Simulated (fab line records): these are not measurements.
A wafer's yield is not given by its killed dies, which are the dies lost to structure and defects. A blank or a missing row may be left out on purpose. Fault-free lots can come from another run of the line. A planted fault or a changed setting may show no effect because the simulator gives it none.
fab line records -- flow nand-harc
record lots=6, wafers=18, last-day=23
route steps=1159 shown A_M0@1014 A_M1@1026
lots that met no fault: taken from a fault-free run of the same line
start-h: the number of hours between the record's first day and the start of the first shown wafer of the lot -- wait-h: hours from the lot's prior step to this one -- " same as the row above -- L1.1+2: several wafers, shown together as one row -- - no value, or no start given -- * or withheld: withheld -- < > ~ a bound
route shown NAME@n: names a module that has steps shown in the file, with the first one's number in the route -- usual: mean and standard deviation over wafers with no fault -- same: alike in all rows -- chamber/n: place in a boat -- sites: readings site by site -- _std_site: standard deviation of those values -- _edge_site: mean of outer sites minus mean of inner sites -- radius-mm: how far each site lies from the wafer's centre -- mask NAME#n: copy n -- behind: tool/chamber where the wafer was last shaped -- hold: why the lot was held/for how many hours/how that ended -- device: names the non-switching transistor (n, p or np) -- end of line: tests of these same wafers at the route's end -- step lacking rows: just its recipe -- killed: not the wafer's yield, but the dies lost to structure and defects at the first sort -- map: a wafer's dies, marking killed ones x, the rest . and places with no die _
set.NAME: the setting as run; set.NAME@STEP: as run at that earlier step -- model.NAME: the simulator's own value behind a step, which no gauge read
lots seen at some steps along the route; tables by step, rows by wafer
services: a tool's chamber out of use, with start hour (start-h, from the record's first day; less than 0 if before it), hours out, and reason
## steps
# step NHARC_A_M0_PRE_CLEAN_29
# recipe time-s=30, temp-c=280, gas=H2/He
# usual heater-power-w=402/26
# same time-s=30
lot.wafer,tool,chamber,start-h,wait-h,heater-power-w
L193.1,pvd-sputter-02,-,-,-,387
L193.2,pvd-sputter-02,-,-,-,400
L193.6,pvd-sputter-02,-,-,-,384
L194.3,pvd-sputter-03,-,-,-,372
L194.2,pvd-sputter-03,-,-,-,418
L194.6,pvd-sputter-03,-,-,-,420
L195.1,pvd-sputter-01,-,-,-,408
L195.3,pvd-sputter-01,-,-,-,391
L195.5,pvd-sputter-01,-,-,-,401
L202.1,pvd-sputter-03,-,-,-,397
L202.3,pvd-sputter-03,-,-,-,380
L202.6,pvd-sputter-03,-,-,-,428
L203.1,pvd-sputter-03,-,-,-,363
L203.2,pvd-sputter-03,-,-,-,403
L203.5,pvd-sputter-03,-,-,-,381
L204.3,pvd-sputter-02,-,-,-,363
L204.1,pvd-sputter-02,-,-,-,395
L204.5,pvd-sputter-02,-,-,-,409
# step NHARC_A_M0_PVD_20
# recipe target-thk-a=50, bias-v=168.6, power-w=15000, chamber-pressure-pa=0.12, time-s=8.06, substrate-temp-c=50, material=TaN
# usual throttle-valve-pct=30.3/1.5
# same time-s=8.06
lot.wafer,tool,chamber,start-h,wait-h,throttle-valve-pct
L193.1,pvd-sputter-02,-,-,-,26.4
L193.2,pvd-sputter-02,-,-,-,31.3
L193.6,pvd-sputter-02,-,-,-,26.7
L194.3,pvd-sputter-03,-,-,-,30.7
L194.2,pvd-sputter-03,-,-,-,31.4
L194.6,pvd-sputter-03,-,-,-,31.6
L195.1,pvd-sputter-01,-,-,-,29.6
L195.3,pvd-sputter-01,-,-,-,32.6
L195.5,pvd-sputter-01,-,-,-,31.3
L202.1,pvd-sputter-03,-,-,-,30.3
L202.3,pvd-sputter-03,-,-,-,31.2
L202.6,pvd-sputter-03,-,-,-,29.4
L203.2,pvd-sputter-03,-,-,-,30.6
L203.1,pvd-sputter-03,-,-,-,29.4
L203.5,pvd-sputter-03,-,-,-,31.3
L204.1,pvd-sputter-02,-,-,-,30.1
L204.3,pvd-sputter-02,-,-,-,31.2
L204.5,pvd-sputter-02,-,-,-,30.1
# step NHARC_A_M0_PVD_21
# recipe target-thk-a=300, chamber-pressure-pa=5, power-w=5000, substrate-temp-c=30, time-s=20.49, material=Cu
# usual throttle-valve-pct=30.3/1.3
# same time-s=20.49
lot.wafer,tool,chamber,start-h,wait-h,throttle-valve-pct
L193.2,pvd-sputter-02,-,-,-,30.0
L193.1,pvd-sputter-02,-,-,-,30.2
L193.6,pvd-sputter-02,-,-,-,29.9
L194.3,pvd-sputter-03,-,-,-,31.7
L194.2,pvd-sputter-03,-,-,-,29.9
L194.6,pvd-sputter-03,-,-,-,30.7
L195.1,pvd-sputter-01,-,-,-,30.9
L195.3,pvd-sputter-01,-,-,-,32.4
L195.5,pvd-sputter-01,-,-,-,30.6
L202.3,pvd-sputter-03,-,-,-,31.1
L202.1,pvd-sputter-03,-,-,-,30.1
L202.6,pvd-sputter-03,-,-,-,31.1
L203.1,pvd-sputter-03,-,-,-,31.2
L203.2,pvd-sputter-03,-,-,-,29.5
L203.5,pvd-sputter-03,-,-,-,30.7
L204.3,pvd-sputter-02,-,-,-,30.3
L204.1,pvd-sputter-02,-,-,-,31.3
L204.5,pvd-sputter-02,-,-,-,26.6
# step NHARC_A_M0_ECD_22
# recipe target-thk-a=4000, bath-temp-c=25, material=Cu
# step NHARC_A_M0_ANNEAL_30
# recipe temp-c=225, time-s=90
# usual wafer_temp_C_max=225.92/0.25
# same time-s=90
lot.wafer,tool,chamber,start-h,wait-h,wafer_temp_C_max
L193.1,rtp-anneal-01,0,434.43,-,226.28
L193.2,rtp-anneal-01,0,434.43,-,226.09
L193.6,rtp-anneal-01,0,434.43,-,225.88
L194.2,rtp-anneal-01,0,441.26,0.3,225.64
L194.3,rtp-anneal-01,0,441.26,0.3,225.97
L194.6,rtp-anneal-01,0,441.26,0.3,225.55
L195.1,rtp-anneal-01,0,446.67,-,226.29
L195.3,rtp-anneal-01,0,446.67,-,225.96
L195.5,rtp-anneal-01,0,446.67,-,225.82
L202.1,rtp-anneal-01,0,502.61,-,226.13
L202.3,rtp-anneal-01,0,502.61,-,225.82
L202.6,rtp-anneal-01,0,502.61,-,225.79
L203.1,rtp-anneal-01,0,502.92,-,226.02
L203.2,rtp-anneal-01,0,502.92,-,225.80
L203.5,rtp-anneal-01,0,502.92,-,225.74
L204.1,rtp-anneal-02,0,514.17,0.3,225.80
L204.3,rtp-anneal-02,0,514.17,0.3,225.86
L204.5,rtp-anneal-02,0,514.17,0.3,225.92
# step NHARC_A_M0_CMP_23
# recipe t-overpolish-s=20, target-thk-nm=113.75
# step NHARC_A_M0_THK_MEAS_24
# recipe thk-meas-gauge=xrf
# usual thk-nm=113.1/1.5
lot.wafer,tool,chamber,start-h,wait-h,thk-nm
L193.1,film-metro-02,-,435.10,-,114.2
L193.2,film-metro-02,-,435.10,-,114.0
L193.6,film-metro-02,-,435.10,-,116.4
L194.2,film-metro-01,-,441.87,-,112.5
L194.3,film-metro-01,-,441.87,-,114.6
L194.6,film-metro-01,-,441.87,-,112.1
L195.1,film-metro-02,-,447.33,-,112.7
L195.3,film-metro-02,-,447.33,-,112.6
L195.5,film-metro-02,-,447.33,-,112.3
L202.1,film-metro-02,-,503.27,-,115.2
L202.3,film-metro-02,-,503.27,-,111.6
L202.6,film-metro-02,-,503.27,-,113.4
L203.1,film-metro-01,-,503.57,-,111.5
L203.2,film-metro-01,-,503.57,-,114.7
L203.5,film-metro-01,-,503.57,-,115.6
L204.1,film-metro-02,-,514.84,-,115.7
L204.3,film-metro-02,-,514.84,-,116.6
L204.5,film-metro-02,-,514.84,-,112.4
# step NHARC_A_M0_SRD_25
# step NHARC_A_M0_INSPECT_27
# usual raw-defect-count=445/130
lot.wafer,tool,chamber,start-h,wait-h,raw-defect-count
L193.1,defect-inspect-01,-,435.26,0.0,198
L193.2,defect-inspect-01,-,435.26,0.0,210
L193.6,defect-inspect-01,-,435.26,0.0,370
L194.2,defect-inspect-01,-,442.03,0.0,303
L194.3,defect-inspect-01,-,442.03,0.0,371
L194.6,defect-inspect-01,-,442.03,0.0,452
L195.1,defect-inspect-01,-,447.49,0.0,538
L195.3,defect-inspect-01,-,447.49,0.0,716
L195.5,defect-inspect-01,-,447.49,0.0,514
L202.1,defect-inspect-02,-,503.43,0.0,509
L202.3,defect-inspect-02,-,503.43,0.0,348
L202.6,defect-inspect-02,-,503.43,0.0,593
L203.1,defect-inspect-02,-,503.73,0.0,394
L203.2,defect-inspect-02,-,503.73,0.0,282
L203.5,defect-inspect-02,-,503.73,0.0,309
L204.1,defect-inspect-02,-,514.99,0.0,371
L204.3,defect-inspect-02,-,514.99,0.0,433
L204.5,defect-inspect-02,-,514.99,0.0,776
# step NHARC_A_M0_PRE_CLEAN_31
# recipe time-s=12, temp-c=370, rf-power-w=300, gas=NH3
# step NHARC_A_M0_DEP_32
# recipe target-thk-a=300, temp-c=370, target-thk-nm=30, pressure-torr=3, flow-sccm=200, rf-w=450, material=SiCN
# usual chamber-pressure-Torr=2.999/0.0063, heater-power-outer-w=328/73, heater-power-w=575/110
lot.wafer,tool,chamber,start-h,wait-h,chamber-pressure-Torr,heater-power-outer-w,heater-power-w
L193.1,pecvd-04,1,435.59,0.1,2.995,480,769
L193.2,pecvd-04,2,435.59,0.1,3.013,189,359
L193.6,pecvd-04,0,435.59,0.1,3.006,323,588
L194.3,pecvd-01,2,442.69,0.1,2.998,325,523
L194.2,pecvd-01,0,442.69,0.1,3.005,283,544
L194.6,pecvd-01,2,442.69,0.1,3.000,311,535
L195.3,pecvd-04,2,447.64,0.1,3.004,222,401
L195.1,pecvd-04,0,447.64,0.1,3.000,363,623
L195.5,pecvd-04,0,447.64,0.1,3.000,361,614
L202.1,pecvd-02,2,503.62,0.1,2.999,377,591
L202.3,pecvd-02,0,503.62,0.1,3.000,299,529
L202.6,pecvd-02,0,503.62,0.1,2.998,301,528
L203.2,pecvd-04,1,503.88,0.1,3.004,492,779
L203.1,pecvd-04,2,503.88,0.1,2.987,215,393
L203.5,pecvd-04,2,503.88,0.1,2.993,212,377
L204.1,pecvd-04,0,515.58,0.1,3.006,288,534
L204.3,pecvd-04,1,515.58,0.1,2.998,465,761
L204.5,pecvd-04,0,515.58,0.1,2.993,289,524
# step NHARC_A_M1_DEP_00
# recipe target-thk-a=1825, target-thk-nm=182.5, temp-c=withheld, pressure-torr=5, flow-sccm=200, rf-w=600, material=SiOC
# usual chamber-pressure-Torr=5.000/0.011, rf-fwd-power-W=599.1/1.9
lot.wafer,tool,chamber,start-h,wait-h,chamber-pressure-Torr,rf-fwd-power-W
L193.1,pecvd-02,0,435.99,-,4.984,598.7
L193.2,pecvd-02,1,435.99,-,5.003,597.7
L193.6,pecvd-02,2,435.99,-,4.988,598.1
L194.3,pecvd-02,2,443.11,-,-,-
L194.2,pecvd-02,1,443.11,-,-,-
L194.6,pecvd-02,2,443.11,-,-,-
L195.1,pecvd-01,1,448.08,-,-,-
L195.3,pecvd-01,2,448.08,-,-,-
L195.5,pecvd-01,0,448.08,-,-,-
L202.1,pecvd-01,2,504.13,-,4.994,599.0
L202.3,pecvd-01,0,504.13,-,5.005,601.6
L202.6,pecvd-01,1,504.13,-,5.006,600.1
L203.1,pecvd-02,2,504.35,-,5.006,599.9
L203.2,pecvd-02,0,504.35,-,5.001,600.4
L203.5,pecvd-02,0,504.35,-,5.007,600.0
L204.3,pecvd-04,1,516.46,-,4.987,599.6
L204.1,pecvd-04,2,516.46,-,4.994,593.6
L204.5,pecvd-04,1,516.46,-,4.993,600.8
# step NHARC_A_M1_DEHYDRATE_01
# recipe temp-c=150, time-s=120
## services
tool,chamber,start-h,hours,kind
pecvd-01,-,418.18,13.0,pm
pecvd-01,0,418.18,13.0,vent-cycle
pecvd-01,1,418.18,13.0,vent-cycle
pecvd-01,2,418.18,13.0,vent-cycle
pecvd-01,0,431.18,-,clean
pecvd-01,1,431.18,-,clean
pecvd-01,2,431.18,-,clean
pvd-sputter-03,-,431.98,2.8,repair
pvd-sputter-01,-,432.26,2.1,repair
pvd-sputter-01,-,453.29,1.1,repair
pvd-sputter-03,-,458.00,10.0,pm
pvd-sputter-03,-,489.02,4.4,repair
pvd-sputter-01,-,507.57,6.3,repair
pecvd-01,0,513.66,10.5,repair
pvd-sputter-01,-,514.07,10.0,pm
pecvd-02,-,515.78,13.0,pm
pecvd-02,0,515.78,13.0,vent-cycle
pecvd-02,1,515.78,13.0,vent-cycle
pecvd-02,2,515.78,13.0,vent-cycle
## key
first-sign step=NHARC_A_M1_DEP_00, reading=tool-record, direction=missing
effect none on later readings
met-at NHARC_A_M1_DEP_00
struck-wafers L194.2,L194.3,L194.6,L195.1,L195.3,L195.5
later-rows-left-out L194.2,L194.3,L194.6,L195.1,L195.3,L195.5
sort-left-out L194.2,L194.3,L194.6,L195.1,L195.3,L195.5
onset-between 435.99 443.11
earlier-fault kind=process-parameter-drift, tool=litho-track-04, chamber=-, onset-h=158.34, steps=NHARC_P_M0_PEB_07, channel=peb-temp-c, offset=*, shape=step, acts-in=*, stated=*
fault kind=skipped-step-whole, tool=pecvd-01,pecvd-02, chamber=-, onset-h=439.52, steps=NHARC_A_M1_DEP_00, scope=struck-lots-only
# sort-left-out: the simulated sort isn't trusted on such a fault, so these wafers' sort isn't shown, and their yield isn't known
# later-rows-left-out: the simulator's readings of these wafers behind a module that went badly wrong aren't trusted and aren't shown, but for the sort
